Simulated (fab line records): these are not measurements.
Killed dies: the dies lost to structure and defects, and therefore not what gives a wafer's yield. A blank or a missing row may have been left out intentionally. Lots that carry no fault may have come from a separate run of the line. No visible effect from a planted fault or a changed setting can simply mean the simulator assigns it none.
Which tool is to blame? / flow n5_finfet / 12 lots, 36 wafers sampled, at 2 steps of a route of 1938

== WHAT THE GAUGES READ, wafer by wafer ==
N5_BEOL_M12_INSPECT_55: inspects for defects (darkfield).
lot=L075; measured=day 12 22:20; on=defect_inspect-01; raw_defect_count=75 62 80
lot=L076; measured=day 13 06:19; on=defect_inspect-01; raw_defect_count=46 40 84
lot=L079; measured=day 13 20:05; on=defect_inspect-02; raw_defect_count=87 67 64
lot=L082; measured=day 14 08:32; on=defect_inspect-01; raw_defect_count=37 50 51
lot=L081; measured=day 15 04:31; on=defect_inspect-01; raw_defect_count=84 103 116
lot=L085; measured=day 15 11:01; on=defect_inspect-02; raw_defect_count=98 134 200
lot=L087; measured=day 16 03:40; on=defect_inspect-02; raw_defect_count=66 67 68
lot=L091; measured=day 16 12:59; on=defect_inspect-02; raw_defect_count=78 66 70
lot=L093; measured=day 17 12:16; on=defect_inspect-02; raw_defect_count=129 73 87
lot=L094; measured=day 18 09:31; on=defect_inspect-01; raw_defect_count=145 138 145
lot=L096; measured=day 18 16:42; on=defect_inspect-01; raw_defect_count=34 30 43
lot=L095; measured=day 19 16:46; on=defect_inspect-02; raw_defect_count=61 69 80

== TOOL THAT RAN EACH LOT (tool first, then ch and the chambers of the sampled wafers, then the start) ==
lot=L075; N5_BEOL_M12_DESCUM_33=rie_diel-01 ch 0,1,2, day 12 17:36
lot=L076; N5_BEOL_M12_DESCUM_33=rie_diel-01 ch 0,2, day 13 03:11
lot=L079; N5_BEOL_M12_DESCUM_33=rie_diel-05 ch 0,2,3, day 13 15:34
lot=L082; N5_BEOL_M12_DESCUM_33=rie_diel-01 ch 0,3, day 14 05:03
lot=L081; N5_BEOL_M12_DESCUM_33=rie_diel-04 ch 0,2,3, day 14 22:58
lot=L085; N5_BEOL_M12_DESCUM_33=rie_diel-04 ch 1,3, day 15 07:47
lot=L087; N5_BEOL_M12_DESCUM_33=rie_diel-04 ch 1,2,3, day 15 22:37
lot=L091; N5_BEOL_M12_DESCUM_33=rie_diel-04 ch 0,1,3, day 16 09:06
lot=L093; N5_BEOL_M12_DESCUM_33=rie_diel-01 ch 0,2, day 17 06:01
lot=L094; N5_BEOL_M12_DESCUM_33=rie_diel-04 ch 0,2,3, day 18 02:20
lot=L096; N5_BEOL_M12_DESCUM_33=rie_diel-01 ch 1,2,3, day 18 04:39
lot=L095; N5_BEOL_M12_DESCUM_33=rie_diel-05 ch 1,3, day 18 19:56
- N5_BEOL_M12_DESCUM_33: chemistry O2, time 7.9 s.

== THE ANSWER, worked out from the rows above alone ==
Rule: the usual values come from the lots themselves. Put in order of their means at a reading, lots are off if they are a third of the lots or fewer, leave a main group of 4 or more, and stand apart from it by a gap of 3 or more times the standard deviation of the main group's means; of several such gaps the widest counts. A main group is skipped when, at the precision printed for the reading in the tables above, its means are all equal. A lot without any number at a reading at which 4 lots or more have one is off too. All remaining lots with rows at the step are treated as sound.
No lot is off on any of the readings shown, so nothing can be concluded from this.

== WHAT WAS PUT IN BY THE SIMULATOR ==
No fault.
